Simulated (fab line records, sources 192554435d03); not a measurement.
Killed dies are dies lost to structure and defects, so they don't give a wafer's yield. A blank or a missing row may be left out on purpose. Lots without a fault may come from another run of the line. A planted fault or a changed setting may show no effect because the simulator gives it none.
Chamber matching | flow n5_finfet | N5_BEOL_M1_PECVD_72 on pecvd-03: 3 sister chambers
The step deposits SiO2 from TEOS/O2, target thk 16 nm, time 18 s. 3 wafers are shown with their chamber, then 9 later ones without.

WAFERS WITH THEIR CHAMBER
wafer  | chamber | showerhead_plenum_p_Torr (Torr)
L085.4 | 2       | 8.84
L089.3 | 1       | 8.76
L089.4 | 0       | 8.87

WAFERS WITHOUT THEIR CHAMBER
wafer  | showerhead_plenum_p_Torr (Torr)
L090.2 | 8.88
L090.3 | 8.86
L090.5 | 8.88
L092.2 | 8.76
L092.4 | 8.73
L092.6 | 8.84
L094.1 | 8.76
L094.2 | 8.84
L094.3 | 8.81

WHICH CHAMBER EACH WENT THROUGH
wafer  | from the rows above          | in truth
L090.2 | can't be placed: 0 or 2      | 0
L090.3 | can't be placed: 0 or 2      | 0
L090.5 | can't be placed: 0 or 2      | 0
L092.2 | 1                            | 1
L092.4 | 1                            | 1
L092.6 | can't be placed: 2 or 0      | 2
L094.1 | 1                            | 1
L094.2 | can't be placed: 2 or 0      | 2
L094.3 | can't be placed: 2 or 1 or 0 | 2
Placed correctly: 3 of 9. Can't be placed from these rows: 6 (the true chamber is among the candidates in 6). Placed wrongly: 0.
How it was worked out, from the rows above alone: a wafer's distance from a chamber is the root of the sum, over the readings, of the square of ((its reading less the chamber's mean) divided by the reading's scatter). The wafer belongs to the nearest chamber; if the next one is less than 2 further off, it can't be placed. A chamber's mean is the mean of its shown wafers. The scatter: with one shown wafer a chamber, the root of the mean of the squares of how far each hidden wafer lies from its nearest shown one.
